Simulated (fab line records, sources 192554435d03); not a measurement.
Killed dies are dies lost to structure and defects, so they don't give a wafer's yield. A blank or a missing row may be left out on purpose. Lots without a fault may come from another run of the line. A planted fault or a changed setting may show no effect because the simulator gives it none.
Problem report in the 8D (eight disciplines) form, filled by code | flow n5_finfet | the parts of the form that need people (team, actions taken, sign-off) are left out

1. THE PROBLEM
rf_fwd_power_W at N5_BEOL_M7_ETCH_41 reads a mean of 485.7 W on 6 wafers of 2 lots; wafers without a fault read 390.6 W with a standard deviation of 1.4. That is +68 standard deviations from the usual mean.
The step: etches SiCN in CH3F/O2, target depth 31.9 nm, time 57.8 s.
First seen on wafer L192.2, day 12 01:27, on rie_diel-03. The record holds 18 wafers of 6 lots with a number at this step. Rule for "out", or "out of limits": more than 4 standard deviations from the usual mean. The other wafers with a number count as sound.

2. WHAT IT IS AND WHAT IT IS NOT
question                    | is                       | is not
which readings at this step | rf_fwd_power_W, rf_vpp_V | drypump_motor_current_A, oes_product_au, showerhead_plenum_p_Torr, throttle_valve_pct
which lots                  | L192, L193               | L182, L199, L203, L205
which wafers of those lots  | all that have a number   | -
read on which tools         | rie_diel-03              | rie_diel-04
when                        | from day 12 01:27        | up to then (3 sound wafers); but 9 sound wafers of L199, L203, L205 came after

3. SUSPECTS, AND WHAT RULES EACH OUT
Counting: a tool at a process step up to the reading stays a suspect if it ran every lot that is out and no sound lot after the first of them.
- rie_diel-03 at N5_BEOL_M7_DESCUM_33 (chemistry O2, time 7 s): ruled out as a lasting fault. Sound lots L199, L205 ran on it after its first lot that is out, L192 (day 12 01:09).
- rie_diel-03 at N5_BEOL_M7_ETCH_65 (etches SiARC in CF4, target depth 15.6 nm, time 26 s): ruled out as a lasting fault. Sound lots L199, L205 ran on it after its first lot that is out, L192 (day 12 01:12).
- rie_diel-03 at N5_BEOL_M7_ETCH_66 (etches SOC in N2/H2, target depth 80 nm, overetch 16 nm, time 120 s): ruled out as a lasting fault. Sound lots L199, L205 ran on it after its first lot that is out, L192 (day 12 01:14).
- rie_diel-03 at N5_BEOL_M7_VIA_ETCH_34 (etches SiCOH lowk in C4F6/O2, target depth 125.5 nm, time 50.5 s): ruled out as a lasting fault. Sound lots L199, L205 ran on it after its first lot that is out, L192 (day 12 01:20).
- rie_diel-03 at N5_BEOL_M7_STRIP_36 (strips in N2/H2): ruled out as a lasting fault. Sound lots L199, L205 ran on it after its first lot that is out, L192 (day 12 01:23).
- rie_diel-03 at N5_BEOL_M7_ETCH_41 (etches SiCN in CH3F/O2, target depth 31.9 nm, time 57.8 s): ruled out as a lasting fault. Sound lots L199, L205 ran on it after its first lot that is out, L192 (day 12 01:27).
Left after counting: nothing in the record.

4. THE CAUSE (what the simulator had put in)
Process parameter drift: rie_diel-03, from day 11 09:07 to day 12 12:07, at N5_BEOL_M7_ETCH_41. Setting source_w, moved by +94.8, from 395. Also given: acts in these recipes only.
Counting ruled it out, wrongly.

5. THE CHAIN OF EFFECTS, in route order
Each row: a reading whose mean over the struck wafers that have a number lies more than 3 standard deviations from the usual. Only readings for which the record gives a usual standard deviation are gone through. hours: the time from each lot's start at the first step in this table that gives one to its start at this step, as a median over the lots. sigmas: the change in usual standard deviations.
hours | step               | reading        | usual   | on struck wafers | change | sigmas
0     | N5_BEOL_M7_ETCH_41 | rf_fwd_power_W | 390.6 W | 485.7            | +95.1  | +68
0     | N5_BEOL_M7_ETCH_41 | rf_vpp_V       | 297.4 V | 278.2            | -19.2  | -14
The process steps in it:
- N5_BEOL_M7_ETCH_41: etches SiCN in CH3F/O2, target depth 31.9 nm, time 57.8 s.

6. WHAT WOULD HAVE CAUGHT IT SOONER
In this record the first reading out of limits was taken at day 12 01:27, 16 hours after the fault began at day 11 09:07.
